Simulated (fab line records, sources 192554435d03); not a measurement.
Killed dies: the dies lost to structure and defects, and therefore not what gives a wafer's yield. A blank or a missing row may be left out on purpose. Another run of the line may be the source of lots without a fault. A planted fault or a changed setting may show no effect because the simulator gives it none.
Chamber matching	flow n5-finfet	N5_BEOL_M5_CO_CAP_78 on cvd-co-02 has 3 sister chambers
The step material Co, precursor CCTBA/H2, target thk 2 nm, time 102.1 s. 6 wafers are shown with their chamber, then 12 later ones without.

EACH WAFER AND ITS CHAMBER
wafer	chamber	heater-power-w (W)	chamber-pressure-Torr (Torr)
L086.1	0	249	29.98
L087.1	2	205	29.99
L087.3	0	245	29.88
L089.2	1	272	30.04
L089.3	2	207	29.98
L089.4	1	274	29.95

WAFERS MISSING THEIR CHAMBER
wafer	heater-power-w (W)	chamber-pressure-Torr (Torr)
L090.1	264	29.98
L090.4	203	30.10
L090.5	256	30.04
L091.3	279	29.93
L091.5	255	30.07
L091.6	205	29.96
L092.3	201	30.00
L092.4	206	30.04
L092.6	267	30.11
L093.1	269	29.93
L093.2	246	29.97
L093.4	249	30.05

WHICH CHAMBER EACH ONE RAN IN
wafer	from the rows above	in truth
L090.1	1	1
L090.4	2	2
L090.5	0	0
L091.3	1	1
L091.5	0	0
L091.6	2	2
L092.3	2	2
L092.4	2	2
L092.6	1	1
L093.1	1	1
L093.2	0	0
L093.4	0	0
Correct placement for 12 of the 12. Left unplaced by these rows: 0. Placed wrongly: 0.
How it was worked out, from the rows above alone: a wafer's distance from a chamber is the root of the sum, over the readings, of the square of ((its reading less the chamber's mean) divided by the reading's scatter). The wafer belongs to the nearest chamber; if the next one is less than 2 further off, it can't be placed. A chamber's mean is the mean of its shown wafers. The scatter is the square root of a quotient: the sum, over the shown wafers, of each reading's squared deviation from its chamber's mean, divided by wafers minus chambers.
